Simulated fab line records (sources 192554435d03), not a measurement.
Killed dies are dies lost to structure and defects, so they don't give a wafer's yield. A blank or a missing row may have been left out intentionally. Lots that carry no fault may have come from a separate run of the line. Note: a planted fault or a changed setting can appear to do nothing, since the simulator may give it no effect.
Which of the tools did it? + flow n5Finfet + Sampling: 10 lots, 29 wafers, 5 of 1938 route steps

## WHAT THE GAUGES READ, wafer by wafer
The record lacks any reading of a measuring or inspecting step that a usual standard deviation could be used to judge.

## TOOL THAT RAN EACH LOT (tool first, then ch and the chambers of the sampled wafers, then the start)
| lot  | N5_BEOL_M5_ETCH_68                | N5_PASSIVATION_AL_DEP_21    | N5_PASSIVATION_ETCH_59           | N5_PASSIVATION_DESCUM_46          | N5_PASSIVATION_PROBE_49 |
|------|-----------------------------------|-----------------------------|----------------------------------|-----------------------------------|-------------------------|
| L387 | rieDiel-01 ch 2,3, day 10 20:45   | pvdSputter-03, day 14 23:14 | rieMetal-01 ch 0,1, day 15 00:26 | rieDiel-05 ch 0,1, day 15 02:58   | prober-01, day 15 06:08 |
| L386 | rieDiel-04 ch 1,2, day 11 03:49   | pvdSputter-01, day 15 01:34 | rieMetal-03 ch 0,1, day 15 03:34 | rieDiel-02 ch 0,2,3, day 15 05:13 | -                       |
| L388 | rieDiel-04 ch 0,1,3, day 11 04:14 | pvdSputter-03, day 15 07:04 | rieMetal-01 ch 0,1, day 15 08:14 | rieDiel-05 ch 1,2, day 15 09:58   | prober-01, day 15 13:00 |
| L390 | rieDiel-01 ch 0,1,2, day 11 04:25 | pvdSputter-02, day 15 07:59 | rieMetal-01 ch 0,1, day 15 09:02 | rieDiel-03 ch 0,2,3, day 15 10:32 | prober-02, day 15 14:38 |
| L389 | rieDiel-04 ch 1,3, day 11 20:58   | pvdSputter-03, day 15 21:19 | rieMetal-01 ch 0, day 15 22:22   | rieDiel-02 ch 0,1,2, day 15 23:46 | prober-01, day 16 02:52 |
| L391 | rieDiel-01 ch 0,2,3, day 12 02:13 | pvdSputter-01, day 16 04:40 | rieMetal-02 ch 0,1, day 16 05:44 | rieDiel-05 ch 0,1,3, day 16 07:34 | prober-02, day 16 10:46 |
| L393 | rieDiel-06 ch 0,1, day 12 21:07   | pvdSputter-02, day 16 20:06 | rieMetal-02 ch 0,1, day 16 21:09 | rieDiel-05 ch 0,1, day 16 22:40   | -                       |
| L396 | rieDiel-04 ch 1,2, day 13 06:35   | pvdSputter-01, day 17 01:35 | rieMetal-03 ch 0,1, day 17 02:46 | rieDiel-03 ch 2,3, day 17 04:14   | prober-02, day 17 07:20 |
| L402 | rieDiel-06 ch 0,1,2, day 15 05:41 | pvdSputter-03, day 19 06:46 | rieMetal-01 ch 0,1, day 19 07:56 | rieDiel-05 ch 1,2,3, day 19 09:11 | prober-01, day 19 12:14 |
| L408 | rieDiel-01 ch 0,2,3, day 16 18:26 | pvdSputter-02, day 20 22:37 | rieMetal-02 ch 0,1, day 21 00:09 | rieDiel-03 ch 0,1, day 21 01:32   | -                       |
- N5_BEOL_M5_ETCH_68: etches SOC in N2/H2, target depth 80 nm, overetch 16 nm, time 120 s.
- N5_PASSIVATION_AL_DEP_21: deposits Al, target thk 2800 nm, time 170 s.
- N5_PASSIVATION_ETCH_59: etches TaN in Cl2/BCl3, target depth 65 nm, time 34.9 s.
- N5_PASSIVATION_DESCUM_46: chemistry O2, time 7.9 s.
- N5_PASSIVATION_PROBE_49

## WHAT THE TOOLS THEMSELVES READ (means of the sampled wafers that have a number; where no wafer has one, the mark that the record gives instead)
N5_BEOL_M5_ETCH_68. Usual: chamberPressureMTorr 30.001 mTorr, standard deviation 0.027; drypumpMotorCurrentA 5.9 A, standard deviation 0.36; oesProductAu 0.62 a.u., standard deviation 0.054; rfVppV 523.0 V, standard deviation 2.9; showerheadPlenumPTorr 2.51 Torr, standard deviation 0.1; throttleValvePct 17.69 %, standard deviation 0.27.
| lot  | tool       | chamberPressureMTorr (mTorr) | drypumpMotorCurrentA (A) | oesProductAu (a.u.) | rfVppV (V) | showerheadPlenumPTorr (Torr) | throttleValvePct (%) | flag |
|------|------------|------------------------------|--------------------------|---------------------|------------|------------------------------|----------------------|------|
| L387 | rieDiel-01 | 30.005                       | 6.1                      | 0.66                | 525.7      | 2.62                         | 17.75                |      |
| L386 | rieDiel-04 | 30.020                       | 6.0                      | 0.68                | 523.4      | 2.52                         | 17.73                |      |
| L388 | rieDiel-04 | 30.012                       | 5.8                      | 0.63                | 524.8      | 2.57                         | 17.79                |      |
| L390 | rieDiel-01 | 30.011                       | 6.1                      | 0.62                | 522.1      | 2.47                         | 17.85                |      |
| L389 | rieDiel-04 | 29.991                       | 5.9                      | 0.68                | 525.4      | 2.59                         | 17.85                |      |
| L391 | rieDiel-01 | 29.960                       | 6.1                      | 0.62                | 523.0      | 2.54                         | 17.95                |      |
| L393 | rieDiel-06 | 30.020                       | 5.8                      | 0.71                | 523.8      | 2.54                         | 17.30                |      |
| L396 | rieDiel-04 | 30.012                       | 6.2                      | 0.67                | 524.2      | 2.55                         | 17.86                |      |
| L402 | rieDiel-06 | 30.037                       | 5.6                      | 0.67                | 524.2      | 2.55                         | 17.39                |      |
| L408 | rieDiel-01 | 30.000                       | 6.1                      | 0.59                | 523.3      | 2.52                         | 18.00                |      |

N5_PASSIVATION_AL_DEP_21. Usual: throttleValvePct at 29.7 %, with a standard deviation of 0.89.
| lot  | tool          | throttleValvePct (%) | flag |
|------|---------------|----------------------|------|
| L387 | pvdSputter-03 | 30.6                 |      |
| L386 | pvdSputter-01 | 29.1                 |      |
| L388 | pvdSputter-03 | 30.2                 |      |
| L390 | pvdSputter-02 | 30.0                 |      |
| L389 | pvdSputter-03 | 30.2                 |      |
| L391 | pvdSputter-01 | 28.9                 |      |
| L393 | pvdSputter-02 | 28.9                 |      |
| L396 | pvdSputter-01 | 29.2                 |      |
| L402 | pvdSputter-03 | 29.7                 |      |
| L408 | pvdSputter-02 | 30.8                 |      |

N5_PASSIVATION_ETCH_59. Usual: chamberPressureMTorr 10.000 mTorr, standard deviation 0.0095; drypumpMotorCurrentA 5.7 A, standard deviation 0.48; oesProductAu 0.78 a.u., standard deviation 0.063; throttleValvePct 21.08 %, standard deviation 0.28.
| lot  | tool        | chamberPressureMTorr (mTorr) | drypumpMotorCurrentA (A) | oesProductAu (a.u.) | throttleValvePct (%) | flag |
|------|-------------|------------------------------|--------------------------|---------------------|----------------------|------|
| L387 | rieMetal-01 | 10.005                       | 5.3                      | 0.83                | 21.02                |      |
| L386 | rieMetal-03 | 9.994                        | 6.0                      | 0.67                | 21.00                |      |
| L388 | rieMetal-01 | 10.006                       | 5.5                      | 0.79                | 20.98                |      |
| L390 | rieMetal-01 | 9.994                        | 5.5                      | 0.79                | 20.97                |      |
| L389 | rieMetal-01 | 9.999                        | 5.7                      | 0.75                | 20.95                |      |
| L391 | rieMetal-02 | 9.998                        | 5.4                      | 0.78                | 21.15                |      |
| L393 | rieMetal-02 | 10.008                       | 5.5                      | 0.77                | 21.04                |      |
| L396 | rieMetal-03 | 9.993                        | 6.3                      | 0.80                | 21.09                |      |
| L402 | rieMetal-01 | 10.000                       | 5.3                      | 0.79                | 21.03                |      |
| L408 | rieMetal-02 | 10.003                       | 5.5                      | 0.74                | 20.92                |      |

N5_PASSIVATION_DESCUM_46. Usual: chamberPressureMTorr 19.998 mTorr, standard deviation 0.018; drypumpMotorCurrentA 5.8 A, standard deviation 0.53; oesProductAu 0.82 a.u., standard deviation 0.066; rfVppV 243.2 V, standard deviation 1.4; showerheadPlenumPTorr 2.10 Torr, standard deviation 0.086; throttleValvePct 20.3 %, standard deviation 0.31.
| lot  | tool       | chamberPressureMTorr (mTorr) | drypumpMotorCurrentA (A) | oesProductAu (a.u.) | rfVppV (V) | showerheadPlenumPTorr (Torr) | throttleValvePct (%) | flag |
|------|------------|------------------------------|--------------------------|---------------------|------------|------------------------------|----------------------|------|
| L387 | rieDiel-05 | 19.972                       | 5.6                      | 0.91                | 243.5      | 2.10                         | 20.0                 |      |
| L386 | rieDiel-02 | 20.005                       | 6.2                      | 0.75                | 243.7      | 2.13                         | 20.6                 |      |
| L388 | rieDiel-05 | 20.001                       | 5.4                      | 0.86                | 242.1      | 2.06                         | 19.9                 |      |
| L390 | rieDiel-03 | 19.992                       | 5.6                      | 0.88                | 244.1      | 2.16                         | 20.2                 |      |
| L389 | rieDiel-02 | 19.995                       | 5.8                      | 0.77                | 242.4      | 2.07                         | 20.4                 |      |
| L391 | rieDiel-05 | 20.006                       | 5.6                      | 0.92                | 244.2      | 2.10                         | 20.1                 |      |
| L393 | rieDiel-05 | 19.996                       | 5.8                      | 0.88                | 243.6      | 2.12                         | 20.2                 |      |
| L396 | rieDiel-03 | 19.980                       | 5.9                      | 0.86                | 246.1      | 2.21                         | 20.3                 |      |
| L402 | rieDiel-05 | 19.999                       | 5.4                      | 0.83                | 242.3      | 2.05                         | 20.0                 |      |
| L408 | rieDiel-03 | 19.995                       | 5.4                      | 0.79                | 242.4      | 2.02                         | 20.3                 |      |

N5_PASSIVATION_PROBE_49. Usual: defectLimitedYield 91.2 %, standard deviation 1.6; killed_at_M0_to_M3 33, standard deviation 11; killed_at_M4_up 14, standard deviation 5; killedAtContacts 12, standard deviation 5.8; killedAtFrontEnd 41, standard deviation 12; killedAtOther 3.5, standard deviation 2.9; killedDies 104, standard deviation 19; killedOnRim 13, standard deviation 4.2; killedOpen 68, standard deviation 14; killedShort 34, standard deviation 8.8; sort_bin_4_leakage 0.00 %, standard deviation 0.017; sort_bin_5_function 5.2 %, standard deviation 1.1; sort_bin_6_memory 3.2 %, standard deviation 0.71; sortNPass 1076, standard deviation 19; sortYieldPct 91.2 %, standard deviation 1.6.
| lot  | tool      | defectLimitedYield (%) | killed_at_M0_to_M3 | killed_at_M4_up | killedAtContacts | killedAtFrontEnd | killedAtOther | killedDies | killedOnRim | killedOpen | killedShort | sort_bin_4_leakage (%) | sort_bin_5_function (%) | sort_bin_6_memory (%) | sortNPass | sortYieldPct (%) | flag |
|------|-----------|------------------------|--------------------|-----------------|------------------|------------------|---------------|------------|-------------|------------|-------------|------------------------|-------------------------|-----------------------|-----------|------------------|------|
| L387 | prober-01 | 92.6                   | 42                 | 10              | 6                | 26               | 3.7           | 87         | 11          | 56         | 29          | 0.00                   | 4.0                     | 3.1                   | 1093      | 92.6             |      |
| L388 | prober-01 | 90.8                   | 30                 | 12              | 10               | 52               | 4.7           | 108        | 15          | 69         | 38          | 0.00                   | 5.4                     | 3.5                   | 1072      | 90.8             |      |
| L390 | prober-02 | 90.8                   | 32                 | 16              | 11               | 50               | 0.3           | 109        | 16          | 64         | 40          | 0.00                   | 5.4                     | 3.2                   | 1071      | 90.8             |      |
| L389 | prober-01 | 91.9                   | 31                 | 17              | 22               | 24               | 1.3           | 95         | 13          | 68         | 27          | 0.00                   | 4.7                     | 3.2                   | 1085      | 91.9             |      |
| L391 | prober-02 | 90.1                   | 26                 | 17              | 13               | 55               | 6.0           | 117        | 12          | 85         | 31          | 0.00                   | 6.1                     | 3.4                   | 1063      | 90.1             |      |
| L396 | prober-02 | 91.8                   | 31                 | 15              | 12               | 35               | 3.3           | 96         | 12          | 60         | 36          | 0.00                   | 5.2                     | 2.6                   | 1084      | 91.8             |      |
| L402 | prober-01 | 90.0                   | 21                 | 47              | 11               | 34               | 4.0           | 117        | 18          | 59         | 27          | 0.00                   | 5.5                     | 3.2                   | 1063      | 90.0             | OFF  |

## THE ANSWER, worked out from the rows above alone
Rule: lot off if the mean of its wafers having a number is beyond 3 standard deviations from the usual mean. A lot without any number at a reading at which 4 lots or more have one is off too. The other lots that the step has rows for count as sound. After the gauges, taken in route order, come the tools' own readings; for these a lot's mean is taken, as printed above. At the first step where some lot is off, the reading lying furthest off is the one used; lots without a number count as furthest.
Off at N5_PASSIVATION_PROBE_49 (killed_at_M4_up): L402. Neither off nor sound, because the step has no rows for them: L386, L393, L408.
If a tool, at that step or one of the process steps before it, ran each lot that is off and ran no sound lot following the first of them, it fits. Can't be told from this: 5 tools fit, rieDiel-06 at N5_BEOL_M5_ETCH_68, pvdSputter-03 at N5_PASSIVATION_AL_DEP_21, rieMetal-01 at N5_PASSIVATION_ETCH_59, rieDiel-05 at N5_PASSIVATION_DESCUM_46, prober-01 at N5_PASSIVATION_PROBE_49.

## WHAT WAS PUT IN BY THE SIMULATOR
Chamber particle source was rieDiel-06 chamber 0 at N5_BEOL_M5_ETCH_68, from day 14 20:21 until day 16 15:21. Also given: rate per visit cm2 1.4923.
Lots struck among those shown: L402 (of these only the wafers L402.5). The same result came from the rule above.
